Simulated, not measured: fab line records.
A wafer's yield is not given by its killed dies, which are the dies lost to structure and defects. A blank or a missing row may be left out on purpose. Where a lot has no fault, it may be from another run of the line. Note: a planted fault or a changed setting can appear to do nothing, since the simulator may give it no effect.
Chamber matching | flow n5-finfet | ald-metal-01 running N5_BEOL_M5_ALD_86: 4 sister chambers
The step deposits TaN, pulse time 2 s, purge time 3 s, co reactant purge time 2 s. 16 wafers are shown with their chamber, then 8 later ones without.

== EACH WAFER AND ITS CHAMBER ==
wafer  | chamber | heater-power-outer-w (W) | heater-power-w (W)
L074.1 | 0       | 232                      | 427
L074.3 | 3       | 236                      | 433
L074.6 | 0       | 230                      | 414
L077.2 | 1       | 195                      | 365
L077.5 | 0       | 227                      | 431
L077.6 | 1       | 196                      | 367
L083.1 | 1       | 195                      | 367
L083.2 | 0       | 231                      | 428
L083.4 | 2       | 225                      | 405
L087.2 | 2       | 220                      | 415
L087.4 | 1       | 191                      | 374
L087.6 | 2       | 221                      | 410
L089.1 | 2       | 227                      | 406
L089.3 | 0       | 229                      | 426
L089.6 | 1       | 195                      | 378
L094.1 | 2       | 223                      | 412

SIGNATURES, as means of the wafers listed above
reading              | chamber 0 | chamber 1 | chamber 2 | chamber 3 | scatter within a chamber
heater-power-outer-w | 229.80    | 194.40    | 223.20    | 236.00    | 2.29
heater-power-w       | 425.20    | 370.20    | 409.60    | 433.00    | 5.5
Rule: a wafer lies at a distance from a chamber equal to the root of the sum of squares, over the readings, of (its reading less the chamber's mean, divided by the reading's scatter). If the next closest chamber is less than 2 further off than the closest, the wafer can't be placed; otherwise it belongs to the closest. The scatter: the root of (the sum of the squares of (reading less its chamber's mean) over the shown wafers, divided by (wafers less chambers)).

== WAFERS MISSING THEIR CHAMBER ==
wafer  | heater-power-outer-w (W) | heater-power-w (W)
L094.2 | 234                      | 426
L094.5 | 227                      | 445
L093.3 | 222                      | 417
L093.4 | 229                      | 433
L093.5 | 227                      | 404
L097.2 | 235                      | 440
L097.3 | 220                      | 409
L097.4 | 190                      | 366

== EACH ONE'S CHAMBER ==
wafer  | from the rows above     | in truth
L094.2 | can't be placed: 3 or 0 | 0
L094.5 | can't be placed: 0 or 3 | 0
L093.3 | 2                       | 2
L093.4 | can't be placed: 0 or 3 | 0
L093.5 | 2                       | 2
L097.2 | 3                       | 3
L097.3 | 2                       | 2
L097.4 | 1                       | 1
Correctly placed: 5 of 8. Unplaceable from these rows: 3, with the true chamber sitting among the candidates in 3. Number placed wrongly: 0.
